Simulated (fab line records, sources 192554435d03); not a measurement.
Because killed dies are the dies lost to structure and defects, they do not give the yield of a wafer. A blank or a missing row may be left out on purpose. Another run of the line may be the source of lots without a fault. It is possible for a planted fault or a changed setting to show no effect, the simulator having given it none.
2 desks, one fault ; flow n5 finfet ; every desk sees just its own numbers, and what lay behind them comes last

DESK OF THE TOOL OWNER: rie diel-06
The tool's own readings at N5_BEOL_M1_ETCH_77 (etches underlayer in N2/H2, target depth 6.5 nm, time 5.2 s): means of the sampled wafers that have a number, for each lot that ran on this tool. Marked OUT: a lot whose mean sits more than 4 standard deviations from the usual mean, which makes it out of limits; the brackets give that distance.
Columns: A = bias w at N5_BEOL_M1_ETCH_77, usual 150.0 W; B = drypump motor current A at N5_BEOL_M1_ETCH_77, usual 5.7 A; C = etch rf on time s at N5_BEOL_M1_ETCH_77, usual 5.18 s; D = oes product au at N5_BEOL_M1_ETCH_77, usual 0.67 a.u.; E = rf vpp V at N5_BEOL_M1_ETCH_77, usual 524 V; F = showerhead plenum p Torr at N5_BEOL_M1_ETCH_77, usual 2.52 Torr; G = throttle valve pct at N5_BEOL_M1_ETCH_77, usual 17.8 %
lot;first seen here;A;B;C;D;E;F;G
L203;day 8 03:28;149.6;5.7;5.30;0.61;524;2.56;17.8
L205;day 8 13:05;150.5;5.7;5.49;0.75;525;2.54;17.4
L206;day 8 23:16;149.6;5.7;5.55;0.72;521;2.46;17.6
L208;day 9 06:03;150.2;5.7;5.65;0.61;525;2.53;17.8
L219;day 12 02:56;150.0;5.7;5.19;0.67;523;2.51;17.6
This desk found nothing out of limits on any of the 5 lots.

METROLOGY DESK
What the gauges read for every lot (on any tool): the sampled wafers with a number, averaged. Marked OUT: a lot whose mean sits more than 4 standard deviations from the usual mean, which makes it out of limits; the brackets give that distance. 7 of its 10 readings are shown, namely those furthest out on some lot.
Columns: A = DIBL_N at N5_BEOL_M4_RC_MEAS_101, usual 37.7 mV/V; B = DIBL_P at N5_BEOL_M4_RC_MEAS_101, usual 37.7 mV/V; C = IOFF_N at N5_BEOL_M4_RC_MEAS_101, usual 0.18 nA/um; D = IOFF_P at N5_BEOL_M4_RC_MEAS_101, usual 0.23 nA/um; E = ION_N at N5_BEOL_M4_RC_MEAS_101, usual 681 uA/um; F = ION_P at N5_BEOL_M4_RC_MEAS_101, usual 463 uA/um; G = VT_N at N5_BEOL_M4_RC_MEAS_101, usual 248 mV
lot;first seen here;A;B;C;D;E;F;G
L199;day 12 12:42;37.7;37.1;0.17;0.21;686;460;248
L203;day 13 10:34;39.4;39.4;0.21;0.24;674;457;248
L204;day 13 18:59;37.6;38.1;0.17;0.23;685;463;250
L205;day 13 21:57;38.9;38.0;0.19;0.24;672;459;249
L207;day 14 05:29;40.7;41.3;0.24;0.29;712;477;243
L206;day 14 11:06;35.3;36.2;0.17;0.20;677;458;248
L208;day 14 15:13;38.8;37.3;0.20;0.22;672;458;248
L213;day 15 12:55;37.7;37.2;0.17;0.24;678;461;250
L218;day 17 05:06;38.0;37.4;0.20;0.25;684;466;246
L219;day 17 18:26;35.6;35.2;0.16;0.23;676;466;249
This desk found nothing out of limits on any of the 10 lots.

TAKEN TOGETHER
The tool owner's desk saw nothing out of limits.
At the metrology desk, nothing out of limits was observed.

WHAT HAD BEEN PUT IN BY THE SIMULATOR
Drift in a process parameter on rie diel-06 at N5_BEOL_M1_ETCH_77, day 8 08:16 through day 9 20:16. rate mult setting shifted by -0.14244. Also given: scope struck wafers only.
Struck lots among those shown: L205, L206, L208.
